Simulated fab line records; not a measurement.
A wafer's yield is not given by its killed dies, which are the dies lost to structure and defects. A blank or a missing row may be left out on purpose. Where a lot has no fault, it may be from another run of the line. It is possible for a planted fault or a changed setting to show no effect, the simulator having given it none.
A lot that was struck, set against a sound lot + flow n5Finfet + 21 out of 1938 route steps
Sound: wafers L665.2, L665.4, L665.5. Wafers L664.2, L664.5, L664.6 were the ones struck. The cause comes at the end.
At each step with rows: each side's tool, then ch and its chambers, then its first start. Under that, the readings that differ: sound wafers + struck wafers + difference of the means + sigmas: that difference in standard deviations of wafers without a fault.
alike: readings with means less than 2 such deviations apart, plus words and numbers identical on both sides. not compared: withheld readings, readings lacking a value on some wafer, bounds such as >300 that could conceal the same value, and numbers that have no deviation in the record and whose values overlap.
Wherever a step has rows on one side only, a row that says differs or no value, or a row with sigmas, the two part there. When numbers do not overlap yet have no deviation, they are printed without sigmas and do not part them. Lack of a reading on every wafer of one side parts them only where that side has two or more wafers.

first, 8 steps without rows for these wafers: N5_BEOL_M2_PRE_CLEAN_60 (time 15 s); N5_BEOL_M2_CO_CAP_55 (material Co, precursor CCTBA/H2, target thk 2 nm, time 102.1 s); N5_BEOL_M2_PRE_CLEAN_56 (time 15 s); N5_BEOL_M2_DEP_57 (deposits SiCN from 3MS/NH3, target thk 8 nm, time 14 s); N5_BEOL_M3_ILD_DEP_00 (deposits SiOC from DEMS/O2, target thk 79 nm, time 15.3 s); N5_BEOL_M3_PECVD_72 (deposits SiO2 from TEOS/O2, target thk 16 nm, time 18 s); N5_BEOL_M3_HM_DEP_02 (deposits TiN, target thk 20 nm); N5_BEOL_M3_COAT_61 (time 60 s, resist thk 60 nm).
N5_BEOL_M3_COAT_62: time 60 s, resist thk 12 nm.
  sound on lithoTrack-04 ch 0, day 13 00:40; struck on lithoTrack-05 ch 0, day 12 18:46
| reading            | sound                | struck               | difference | sigmas |
|--------------------|----------------------|----------------------|------------|--------|
| spinSpeedRpm (rpm) | 1498.8 1499.9 1497.6 | 1449.6 1448.2 1446.6 | -50.6      | -39    |
then, 9 steps without rows for these wafers: N5_BEOL_M3_COAT_73 (time 60 s, resist thk 5 nm); N5_BEOL_M3_COAT_05 (resist thk 30 nm); N5_BEOL_M3_EBR_07; N5_BEOL_M3_SOFTBAKE_06 (time 60 s); N5_BEOL_M3_EXPOSE_08 (exposes mask M3); N5_BEOL_M3_PEB_09 (peb time 60 s); N5_BEOL_M3_DEVELOP_10 (develop time 30 s); N5_BEOL_M3_DESCUM_16 (chemistry O2, time 7 s); N5_BEOL_M3_ETCH_74 (etches underlayer in N2/H2, target depth 6.5 nm, time 5.2 s).
N5_BEOL_M3_ETCH_63: etches SiARC in CF4, target depth 15.6 nm, time 26 s.
  sound on rieDiel-03 ch 0,1, day 13 01:26; struck on rieDiel-05 ch 2,3, day 12 19:11
| reading                 | sound             | struck            | difference | sigmas |
|-------------------------|-------------------|-------------------|------------|--------|
| throttleValvePct (%)    | 15.83 15.69 15.68 | 15.51 15.17 15.52 | -0.33      | -2     |
| model.etch.depthNm (nm) | 12.04 12.09 12.06 | 12.26 12.3 12.28  | +0.22      |        |
  alike: cf4FlowSccm, drypumpMotorCurrentA, etchRfOnTimeS, oesProductAu, rfVppV, showerheadPlenumPTorr
  not compared: rfHoursCounterH
then, 1 step without rows for these wafers: N5_BEOL_M3_ETCH_64 (etches SOC in N2/H2, target depth 75 nm, overetch 15 nm, time 112.5 s).
N5_BEOL_M4_RC_MEAS_101:
  sound on prober-02 ch 0, day 13 16:17; struck on prober-01 ch 0, day 13 13:18
  alike: DIBL_N, DIBL_P, IOFF_N, IOFF_P, ION_N, ION_P, SS_N, SS_P, VT_N, VT_P

## WHERE THEY PART
At N5_BEOL_M3_COAT_62 first; at N5_BEOL_M3_ETCH_63 last (within this record only). Later steps at which nothing parts them and some readings are alike: N5_BEOL_M4_RC_MEAS_101.

WHY: the cause the simulator had injected
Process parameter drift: lithoTrack-05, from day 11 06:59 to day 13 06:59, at N5_BEOL_M3_COAT_62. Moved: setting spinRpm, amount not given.
